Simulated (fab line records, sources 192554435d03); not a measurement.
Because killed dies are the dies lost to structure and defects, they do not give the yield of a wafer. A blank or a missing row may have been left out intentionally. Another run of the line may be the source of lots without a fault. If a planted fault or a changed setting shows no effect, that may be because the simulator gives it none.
fab line records :: flow n5Finfet :: part 2 of 2: steps 25 to 33 of 33
record:
  lots: 5
  wafers: 15
  lastDay: 18
route steps=1938 shown ZERO_LAYER@2 WELL_APT@20
lots untouched by any fault: they come from a run of this same line in which no faults occurred
startH: hours from the record's first day to the start of the lot's first wafer shown :: waitH: hours elapsed since this lot's preceding step :: " identical to the entry in the row above :: L1.1+2: one row covering several wafers at once :: - value missing, or start not given :: * or withheld: withheld :: < > ~ a bound
route shown NAME@n: NAME is a module with steps in the file, n the number in the route of the first one :: usual: mean and standard deviation over wafers with no fault :: same: alike in all rows :: chamber/n: place in a boat :: sites: per-site readings :: _std_site: standard deviation of those values :: _edge_site: inner sites' mean taken away from outer sites' mean :: radiusMm: for every site, how far away it sits from the centre of the wafer :: mask NAME#n: copy n :: behind: the tool/chamber that last shaped the wafer :: hold: reason for holding the lot/hours on hold/outcome of the hold :: device: the n, p or np transistor that did not switch :: end of line: the tests these same wafers got at the end of their route :: step lacking rows: just its recipe :: killed: dies lost to structure and defects at the first sort, not the wafer's yield :: map: a wafer's dies, x killed, . not, _ none there
set.NAME: setting as actually run; set.NAME@STEP: the setting as run at that earlier step :: model.NAME: the simulator's own value behind a step, which no gauge read
lots at some steps of the route; a table a step, a row a wafer
services: the hour from which a tool's chamber was out of use, counted from the record's first day as startH (under 0 if before that day), plus the number of hours and why
== steps ==
step: N5_WELL_APT_DEVELOP_07
recipe:
  developTimeS: 45
  rinseLiquid: surfactantRinse
  dry: airSpin
  devTempC: 21
lot.wafer: L076.1+2+4
tool: lithoTrack-05
chamber: 0
startH: -
waitH: -

lot.wafer: L080.4+5+6
tool: lithoTrack-04
chamber: 0
startH: -
waitH: -

lot.wafer: L086.4+5+6
tool: lithoTrack-04
chamber: 0
startH: -
waitH: -

lot.wafer: L093.1+3+6
tool: lithoTrack-04
chamber: 0
startH: -
waitH: -

lot.wafer: L096.1+3+5
tool: lithoTrack-04
chamber: 0
startH: -
waitH: -
step: N5_WELL_APT_HARDBAKE_12
recipe:
  tempC: 130
  timeS: 120
usual:
  plateTempC: 129.98/0.13
same:
  timeS: 120
lot.wafer: L076.1
tool: lithoTrack-05
chamber: 0
startH: -
waitH: -
plateTempC: 129.93

lot.wafer: L076.2
tool: lithoTrack-05
chamber: 0
startH: -
waitH: -
plateTempC: 130.04

lot.wafer: L076.4
tool: lithoTrack-05
chamber: 0
startH: -
waitH: -
plateTempC: 130.18

lot.wafer: L080.4
tool: lithoTrack-04
chamber: 0
startH: -
waitH: -
plateTempC: 130.00

lot.wafer: L080.5
tool: lithoTrack-04
chamber: 0
startH: -
waitH: -
plateTempC: 129.92

lot.wafer: L080.6
tool: lithoTrack-04
chamber: 0
startH: -
waitH: -
plateTempC: 130.07

lot.wafer: L086.4
tool: lithoTrack-04
chamber: 0
startH: -
waitH: -
plateTempC: 130.07

lot.wafer: L086.5
tool: lithoTrack-04
chamber: 0
startH: -
waitH: -
plateTempC: 129.94

lot.wafer: L086.6
tool: lithoTrack-04
chamber: 0
startH: -
waitH: -
plateTempC: 129.87

lot.wafer: L093.1
tool: lithoTrack-04
chamber: 0
startH: -
waitH: -
plateTempC: 129.60

lot.wafer: L093.3
tool: lithoTrack-04
chamber: 0
startH: -
waitH: -
plateTempC: 129.77

lot.wafer: L093.6
tool: lithoTrack-04
chamber: 0
startH: -
waitH: -
plateTempC: 129.92

lot.wafer: L096.1
tool: lithoTrack-04
chamber: 0
startH: -
waitH: -
plateTempC: 130.13

lot.wafer: L096.3
tool: lithoTrack-04
chamber: 0
startH: -
waitH: -
plateTempC: 130.06

lot.wafer: L096.5
tool: lithoTrack-04
chamber: 0
startH: -
waitH: -
plateTempC: 130.08
step: N5_WELL_APT_CD_MEAS_08
recipe:
  targetCdNm: 200
  landingEnergyEv: 500
  detector: seInlens
usual:
  cdNm: 200.7/1.7
lot.wafer: L076.1
tool: cdSem-02
chamber: 0
startH: 25.68
waitH: -
cdNm: 201.7

lot.wafer: L076.2
tool: cdSem-02
chamber: 0
startH: 25.68
waitH: -
cdNm: 200.3

lot.wafer: L076.4
tool: cdSem-02
chamber: 0
startH: 25.68
waitH: -
cdNm: 199.5

lot.wafer: L080.4
tool: cdSem-02
chamber: 0
startH: 50.19
waitH: -
cdNm: 201.8

lot.wafer: L080.5
tool: cdSem-02
chamber: 0
startH: 50.19
waitH: -
cdNm: 202.6

lot.wafer: L080.6
tool: cdSem-02
chamber: 0
startH: 50.19
waitH: -
cdNm: 201.2

lot.wafer: L086.4
tool: cdSem-03
chamber: 0
startH: 85.77
waitH: -
cdNm: 200.0

lot.wafer: L086.5
tool: cdSem-03
chamber: 0
startH: 85.77
waitH: -
cdNm: 200.4

lot.wafer: L086.6
tool: cdSem-03
chamber: 0
startH: 85.77
waitH: -
cdNm: 202.7

lot.wafer: L093.1
tool: cdSem-03
chamber: 0
startH: 127.81
waitH: -
cdNm: 204.2

lot.wafer: L093.3
tool: cdSem-03
chamber: 0
startH: 127.81
waitH: -
cdNm: 201.3

lot.wafer: L093.6
tool: cdSem-03
chamber: 0
startH: 127.81
waitH: -
cdNm: 204.2

lot.wafer: L096.1
tool: cdSem-01
chamber: 0
startH: 146.25
waitH: -
cdNm: 203.1

lot.wafer: L096.3
tool: cdSem-01
chamber: 0
startH: 146.25
waitH: -
cdNm: 201.1

lot.wafer: L096.5
tool: cdSem-01
chamber: 0
startH: 146.25
waitH: -
cdNm: 202.6
step: N5_WELL_APT_OVL_MEAS_09
recipe:
  pointsPerWafer: 44
usual:
  NWELL_OVL: 2/5.1
same:
  pointsPerWafer: 44
lot.wafer: L076.1
tool: overlay-01
chamber: 0
startH: 25.72
waitH: 0.0
NWELL_OVL[nm]: 9

lot.wafer: L076.2
tool: overlay-01
chamber: 0
startH: 25.72
waitH: 0.0
NWELL_OVL[nm]: 4

lot.wafer: L076.4
tool: overlay-01
chamber: 0
startH: 25.72
waitH: 0.0
NWELL_OVL[nm]: 5

lot.wafer: L080.4
tool: overlay-01
chamber: 0
startH: 50.21
waitH: 0.0
NWELL_OVL[nm]: -1

lot.wafer: L080.5
tool: overlay-01
chamber: 0
startH: 50.21
waitH: 0.0
NWELL_OVL[nm]: -8

lot.wafer: L080.6
tool: overlay-01
chamber: 0
startH: 50.21
waitH: 0.0
NWELL_OVL[nm]: -11

lot.wafer: L086.4
tool: overlay-02
chamber: 0
startH: 85.80
waitH: 0.0
NWELL_OVL[nm]: 6

lot.wafer: L086.5
tool: overlay-02
chamber: 0
startH: 85.80
waitH: 0.0
NWELL_OVL[nm]: 4

lot.wafer: L086.6
tool: overlay-02
chamber: 0
startH: 85.80
waitH: 0.0
NWELL_OVL[nm]: 7

lot.wafer: L093.1
tool: overlay-01
chamber: 0
startH: 127.84
waitH: 0.0
NWELL_OVL[nm]: -1

lot.wafer: L093.3
tool: overlay-01
chamber: 0
startH: 127.84
waitH: 0.0
NWELL_OVL[nm]: 4

lot.wafer: L093.6
tool: overlay-01
chamber: 0
startH: 127.84
waitH: 0.0
NWELL_OVL[nm]: 6

lot.wafer: L096.1
tool: overlay-01
chamber: 0
startH: 146.28
waitH: 0.0
NWELL_OVL[nm]: 1

lot.wafer: L096.3
tool: overlay-01
chamber: 0
startH: 146.28
waitH: 0.0
NWELL_OVL[nm]: 3

lot.wafer: L096.5
tool: overlay-01
chamber: 0
startH: 146.28
waitH: 0.0
NWELL_OVL[nm]: 0
step: N5_WELL_APT_INSPECT_10
recipe:
  mode: adi
  inspectInstrument: macro
usual:
  rawDefectCount: 2.0/1.4
lot.wafer: L076.1
tool: defectInspect-01
chamber: -
startH: 25.74
waitH: 0.0
rawDefectCount: 3

lot.wafer: L076.2
tool: defectInspect-01
chamber: -
startH: 25.74
waitH: 0.0
rawDefectCount: 2

lot.wafer: L076.4
tool: defectInspect-01
chamber: -
startH: 25.74
waitH: 0.0
rawDefectCount: 1

lot.wafer: L080.4
tool: defectInspect-01
chamber: -
startH: 50.24
waitH: 0.0
rawDefectCount: 0

lot.wafer: L080.5
tool: defectInspect-01
chamber: -
startH: 50.24
waitH: 0.0
rawDefectCount: 2

lot.wafer: L080.6
tool: defectInspect-01
chamber: -
startH: 50.24
waitH: 0.0
rawDefectCount: 1

lot.wafer: L086.4
tool: defectInspect-02
chamber: -
startH: 85.82
waitH: 0.0
rawDefectCount: 1

lot.wafer: L086.5
tool: defectInspect-02
chamber: -
startH: 85.82
waitH: 0.0
rawDefectCount: 7

lot.wafer: L086.6
tool: defectInspect-02
chamber: -
startH: 85.82
waitH: 0.0
rawDefectCount: 0

lot.wafer: L093.1
tool: defectInspect-01
chamber: -
startH: 127.87
waitH: 0.0
rawDefectCount: 2

lot.wafer: L093.3
tool: defectInspect-01
chamber: -
startH: 127.87
waitH: 0.0
rawDefectCount: 4

lot.wafer: L093.6
tool: defectInspect-01
chamber: -
startH: 127.87
waitH: 0.0
rawDefectCount: 3

lot.wafer: L096.1
tool: defectInspect-02
chamber: -
startH: 146.30
waitH: 0.0
rawDefectCount: 2

lot.wafer: L096.3
tool: defectInspect-02
chamber: -
startH: 146.30
waitH: 0.0
rawDefectCount: 2

lot.wafer: L096.5
tool: defectInspect-02
chamber: -
startH: 146.30
waitH: 0.0
rawDefectCount: 1
step: N5_WELL_APT_DESCUM_13
recipe:
  chemistry: O2
  timeS: 7.9
  sourcePowerW: 50
  biasPowerW: 20
  pressureMtorr: 20
  rfFrequencyHz: 2.712e+07
  tempC: 40
  o2FlowSccm: 225
usual:
  drypumpMotorCurrentA: 5.7/0.45
  o2FlowSccm: 225.0/0.74
  oesProductAu: 0.83/0.078
  rfVppV: 242.7/1.3
  showerheadPlenumPTorr: 2.07/0.062
  throttleValvePct: 20.34/0.16
same:
  timeS: 7.9
lot.wafer: L076.1
tool: rieDiel-02
chamber: 0
startH: 25.90
waitH: 0.2
drypumpMotorCurrentA: 5.2
o2FlowSccm: 225.5
oesProductAu: 0.74
rfHoursCounterH: 138
rfVppV: 244.1
showerheadPlenumPTorr: 2.08
throttleValvePct: 20.30

lot.wafer: L076.2
tool: rieDiel-02
chamber: 2
startH: 25.90
waitH: 0.2
drypumpMotorCurrentA: 5.7
o2FlowSccm: 226.5
oesProductAu: 0.70
rfHoursCounterH: 245
rfVppV: 242.0
showerheadPlenumPTorr: 2.04
throttleValvePct: 20.71

lot.wafer: L076.4
tool: rieDiel-02
chamber: 1
startH: 25.90
waitH: 0.2
drypumpMotorCurrentA: 6.1
o2FlowSccm: 225.2
oesProductAu: 0.83
rfHoursCounterH: 80
rfVppV: 241.0
showerheadPlenumPTorr: 2.01
throttleValvePct: 20.30

lot.wafer: L080.4
tool: rieDiel-04
chamber: 2
startH: 50.30
waitH: 0.1
drypumpMotorCurrentA: 4.7
o2FlowSccm: 225.0
oesProductAu: 0.97
rfHoursCounterH: -
rfVppV: 243.6
showerheadPlenumPTorr: 2.14
throttleValvePct: 20.09

lot.wafer: L080.5
tool: rieDiel-04
chamber: 1
startH: 50.30
waitH: 0.1
drypumpMotorCurrentA: 5.4
o2FlowSccm: 224.9
oesProductAu: 0.79
rfHoursCounterH: -
rfVppV: 241.0
showerheadPlenumPTorr: 2.02
throttleValvePct: 20.41

lot.wafer: L080.6
tool: rieDiel-04
chamber: 3
startH: 50.30
waitH: 0.1
drypumpMotorCurrentA: 5.5
o2FlowSccm: 224.1
oesProductAu: 0.91
rfHoursCounterH: -
rfVppV: 243.0
showerheadPlenumPTorr: 2.14
throttleValvePct: 20.34

lot.wafer: L086.4
tool: rieDiel-02
chamber: 1
startH: 85.86
waitH: 0.0
drypumpMotorCurrentA: 6.1
o2FlowSccm: 224.6
oesProductAu: 0.80
rfHoursCounterH: 104
rfVppV: 243.6
showerheadPlenumPTorr: 2.01
throttleValvePct: 20.35

lot.wafer: L086.5
tool: rieDiel-02
chamber: 1
startH: 85.86
waitH: 0.0
drypumpMotorCurrentA: 6.1
o2FlowSccm: 224.5
oesProductAu: 0.79
rfHoursCounterH: -
rfVppV: 242.5
showerheadPlenumPTorr: 2.01
throttleValvePct: 20.33

lot.wafer: L086.6
tool: rieDiel-02
chamber: 2
startH: 85.86
waitH: 0.0
drypumpMotorCurrentA: 5.7
o2FlowSccm: 224.7
oesProductAu: 0.96
rfHoursCounterH: -
rfVppV: 243.2
showerheadPlenumPTorr: 2.03
throttleValvePct: 20.35

lot.wafer: L093.1
tool: rieDiel-02
chamber: 1
startH: 127.96
waitH: 0.1
drypumpMotorCurrentA: 6.1
o2FlowSccm: 225.8
oesProductAu: 0.78
rfHoursCounterH: 124
rfVppV: 243.5
showerheadPlenumPTorr: 2.00
throttleValvePct: 20.38

lot.wafer: L093.3
tool: rieDiel-02
chamber: 2
startH: 127.96
waitH: 0.1
drypumpMotorCurrentA: 5.7
o2FlowSccm: 224.8
oesProductAu: 0.92
rfHoursCounterH: 30
rfVppV: 243.0
showerheadPlenumPTorr: 2.03
throttleValvePct: 20.38

lot.wafer: L093.6
tool: rieDiel-02
chamber: 2
startH: 127.96
waitH: 0.1
drypumpMotorCurrentA: 5.7
o2FlowSccm: 225.2
oesProductAu: 0.91
rfHoursCounterH: -
rfVppV: 242.4
showerheadPlenumPTorr: 2.03
throttleValvePct: 20.36

lot.wafer: L096.1
tool: rieDiel-04
chamber: 3
startH: 146.34
waitH: 0.0
drypumpMotorCurrentA: 5.5
o2FlowSccm: 225.3
oesProductAu: 0.87
rfHoursCounterH: 41
rfVppV: 244.5
showerheadPlenumPTorr: 2.13
throttleValvePct: 20.36

lot.wafer: L096.3
tool: rieDiel-04
chamber: 0
startH: 146.34
waitH: 0.0
drypumpMotorCurrentA: 6.1
o2FlowSccm: 225.9
oesProductAu: 0.90
rfHoursCounterH: 24
rfVppV: 242.4
showerheadPlenumPTorr: 2.03
throttleValvePct: 20.18

lot.wafer: L096.5
tool: rieDiel-04
chamber: 0
startH: 146.34
waitH: 0.0
drypumpMotorCurrentA: 6.1
o2FlowSccm: 223.7
oesProductAu: 0.90
rfHoursCounterH: -
rfVppV: 241.7
showerheadPlenumPTorr: 2.03
throttleValvePct: 20.16
step: N5_WELL_APT_IMPLANT_14
recipe:
  species: P
  energyKev: 160
  doseCm2: 1.5e+13
  tiltDeg: 0
  rotationDeg: 0
usual:
  beamEnergyKeV: 159.99/0.051
lot.wafer: L076.1
tool: implanter-01
chamber: 0
startH: 26.00
waitH: 0.1
beamEnergyKeV: 159.91

lot.wafer: L076.2
tool: implanter-01
chamber: 0
startH: 26.00
waitH: 0.1
beamEnergyKeV: 159.94

lot.wafer: L076.4
tool: implanter-01
chamber: 0
startH: 26.00
waitH: 0.1
beamEnergyKeV: 159.92

lot.wafer: L080.4
tool: implanter-01
chamber: 0
startH: 50.46
waitH: 0.1
beamEnergyKeV: 160.07

lot.wafer: L080.5
tool: implanter-01
chamber: 0
startH: 50.46
waitH: 0.1
beamEnergyKeV: 159.96

lot.wafer: L080.6
tool: implanter-01
chamber: 0
startH: 50.46
waitH: 0.1
beamEnergyKeV: 160.05

lot.wafer: L086.4
tool: implanter-02
chamber: 0
startH: 86.04
waitH: 0.2
beamEnergyKeV: 159.97

lot.wafer: L086.5
tool: implanter-02
chamber: 0
startH: 86.04
waitH: 0.2
beamEnergyKeV: 160.06

lot.wafer: L086.6
tool: implanter-02
chamber: 0
startH: 86.04
waitH: 0.2
beamEnergyKeV: 160.07

lot.wafer: L093.1
tool: implanter-01
chamber: 0
startH: 128.06
waitH: 0.1
beamEnergyKeV: 159.94

lot.wafer: L093.3
tool: implanter-01
chamber: 0
startH: 128.06
waitH: 0.1
beamEnergyKeV: 159.98

lot.wafer: L093.6
tool: implanter-01
chamber: 0
startH: 128.06
waitH: 0.1
beamEnergyKeV: 160.05

lot.wafer: L096.1
tool: implanter-01
chamber: 0
startH: 146.44
waitH: 0.1
beamEnergyKeV: 159.98

lot.wafer: L096.3
tool: implanter-01
chamber: 0
startH: 146.44
waitH: 0.1
beamEnergyKeV: 160.00

lot.wafer: L096.5
tool: implanter-01
chamber: 0
startH: 146.44
waitH: 0.1
beamEnergyKeV: 160.03
step: N5_WELL_APT_IMPLANT_15
recipe:
  species: As
  energyKev: 25
  doseCm2: 1.5e+13
  tiltDeg: 0
  rotationDeg: 0
usual:
  beamEnergyKeV: 25.000/0.0076
lot.wafer: L076.1
tool: implanter-01
chamber: 0
startH: 26.18
waitH: 0.1
beamEnergyKeV: 25.002

lot.wafer: L076.2
tool: implanter-01
chamber: 0
startH: 26.18
waitH: 0.1
beamEnergyKeV: 24.999

lot.wafer: L076.4
tool: implanter-01
chamber: 0
startH: 26.18
waitH: 0.1
beamEnergyKeV: 25.004

lot.wafer: L080.4
tool: implanter-01
chamber: 0
startH: 50.64
waitH: 0.1
beamEnergyKeV: 25.009

lot.wafer: L080.5
tool: implanter-01
chamber: 0
startH: 50.64
waitH: 0.1
beamEnergyKeV: 25.002

lot.wafer: L080.6
tool: implanter-01
chamber: 0
startH: 50.64
waitH: 0.1
beamEnergyKeV: 24.998

lot.wafer: L086.4
tool: implanter-02
chamber: 0
startH: 86.22
waitH: 0.1
beamEnergyKeV: 25.000

lot.wafer: L086.5
tool: implanter-02
chamber: 0
startH: 86.22
waitH: 0.1
beamEnergyKeV: 25.000

lot.wafer: L086.6
tool: implanter-02
chamber: 0
startH: 86.22
waitH: 0.1
beamEnergyKeV: 24.990

lot.wafer: L093.1
tool: implanter-01
chamber: 0
startH: 128.24
waitH: 0.1
beamEnergyKeV: 25.010

lot.wafer: L093.3
tool: implanter-01
chamber: 0
startH: 128.24
waitH: 0.1
beamEnergyKeV: 24.996

lot.wafer: L093.6
tool: implanter-01
chamber: 0
startH: 128.24
waitH: 0.1
beamEnergyKeV: 25.005

lot.wafer: L096.1
tool: implanter-01
chamber: 0
startH: 146.62
waitH: 0.1
beamEnergyKeV: 25.007

lot.wafer: L096.3
tool: implanter-01
chamber: 0
startH: 146.62
waitH: 0.1
beamEnergyKeV: 25.010

lot.wafer: L096.5
tool: implanter-01
chamber: 0
startH: 146.62
waitH: 0.1
beamEnergyKeV: 24.995
step: N5_WELL_APT_STRIP_16
recipe:
  chemistry: SPM
  timeS: 900
  tempC: 130
  h2so4H2o2VolRatio: 4
  dry: ipaMarangoni
usual:
  bathHeatDutyPct: 15.1/1.9
same:
  timeS: 900
lot.wafer: L076.1
tool: wetBench-01
chamber: 1
startH: 26.41
waitH: 0.2
bathHeatDutyPct: 14.6

lot.wafer: L076.2
tool: wetBench-01
chamber: 0
startH: 26.41
waitH: 0.2
bathHeatDutyPct: 13.4

lot.wafer: L076.4
tool: wetBench-01
chamber: 5
startH: 26.41
waitH: 0.2
bathHeatDutyPct: 16.1

lot.wafer: L080.4
tool: wetBench-03
chamber: 2
startH: 50.77
waitH: 0.1
bathHeatDutyPct: 13.5

lot.wafer: L080.5
tool: wetBench-03
chamber: 6
startH: 50.77
waitH: 0.1
bathHeatDutyPct: 15.9

lot.wafer: L080.6
tool: wetBench-03
chamber: 7
startH: 50.77
waitH: 0.1
bathHeatDutyPct: 9.9

lot.wafer: L086.4
tool: wetBench-04
chamber: 2
startH: 86.34
waitH: 0.1
bathHeatDutyPct: 15.5

lot.wafer: L086.5
tool: wetBench-04
chamber: 0
startH: 86.34
waitH: 0.1
bathHeatDutyPct: 18.3

lot.wafer: L086.6
tool: wetBench-04
chamber: 3
startH: 86.34
waitH: 0.1
bathHeatDutyPct: 13.2

lot.wafer: L093.1
tool: wetBench-01
chamber: 3
startH: 128.46
waitH: 0.2
bathHeatDutyPct: 18.0

lot.wafer: L093.3
tool: wetBench-01
chamber: 0
startH: 128.46
waitH: 0.2
bathHeatDutyPct: 13.9

lot.wafer: L093.6
tool: wetBench-01
chamber: 1
startH: 128.46
waitH: 0.2
bathHeatDutyPct: 13.9

lot.wafer: L096.1
tool: wetBench-01
chamber: 4
startH: 146.82
waitH: 0.2
bathHeatDutyPct: 16.5

lot.wafer: L096.3
tool: wetBench-01
chamber: 0
startH: 146.82
waitH: 0.2
bathHeatDutyPct: 13.4

lot.wafer: L096.5
tool: wetBench-01
chamber: 6
startH: 146.82
waitH: 0.2
bathHeatDutyPct: 15.8
== services ==
tool: pecvd-03
chamber: -
startH: 0.63
hours: 1.5
kind: repair

tool: krfScanner-01
chamber: -
startH: 14.06
hours: 1.0
kind: pm

tool: krfScanner-02
chamber: -
startH: 15.06
hours: 1.3
kind: pm

tool: implanter-02
chamber: -
startH: 15.37
hours: 1.3
kind: repair

tool: krfScanner-02
chamber: -
startH: 20.72
hours: 1.0
kind: pm

tool: rieSi-06
chamber: 0
startH: 37.17
hours: 6.6
kind: repair

tool: plasmaAsher-02
chamber: -
startH: 40.94
hours: 0.8
kind: repair

tool: plasmaAsher-01
chamber: -
startH: 42.19
hours: 14.6
kind: pm

tool: pecvd-03
chamber: -
startH: 43.67
hours: 0.9
kind: repair

tool: pecvd-01
chamber: -
startH: 51.57
hours: 2.8
kind: pm

tool: implanter-01
chamber: -
startH: 53.07
hours: 2.1
kind: repair

tool: rieDiel-04
chamber: 3
startH: 58.26
hours: 5.1
kind: repair

tool: krfScanner-02
chamber: -
startH: 63.19
hours: 0.8
kind: pm

tool: rieDiel-02
chamber: -
startH: 63.20
hours: 0.4
kind: repair

tool: rieSi-06
chamber: -
startH: 70.69
hours: 2.8
kind: pm

tool: plasmaAsher-01
chamber: -
startH: 74.45
hours: 2.8
kind: pm

tool: rieDiel-06
chamber: 0
startH: 85.75
hours: 15.1
kind: repair

tool: rieDiel-06
chamber: 2
startH: 92.67
hours: 2.6
kind: repair

tool: krfScanner-01
chamber: -
startH: 100.46
hours: 7.2
kind: pm

tool: implanter-01
chamber: -
startH: 105.11
hours: 11.3
kind: repair

tool: krfScanner-01
chamber: -
startH: 112.13
hours: 1.3
kind: pm

tool: rieDiel-03
chamber: 2
startH: 120.54
hours: 4.1
kind: repair

tool: rieDiel-02
chamber: 0
startH: 128.23
hours: 12.0
kind: repair

tool: krfScanner-01
chamber: -
startH: 143.06
hours: 3.6
kind: pm
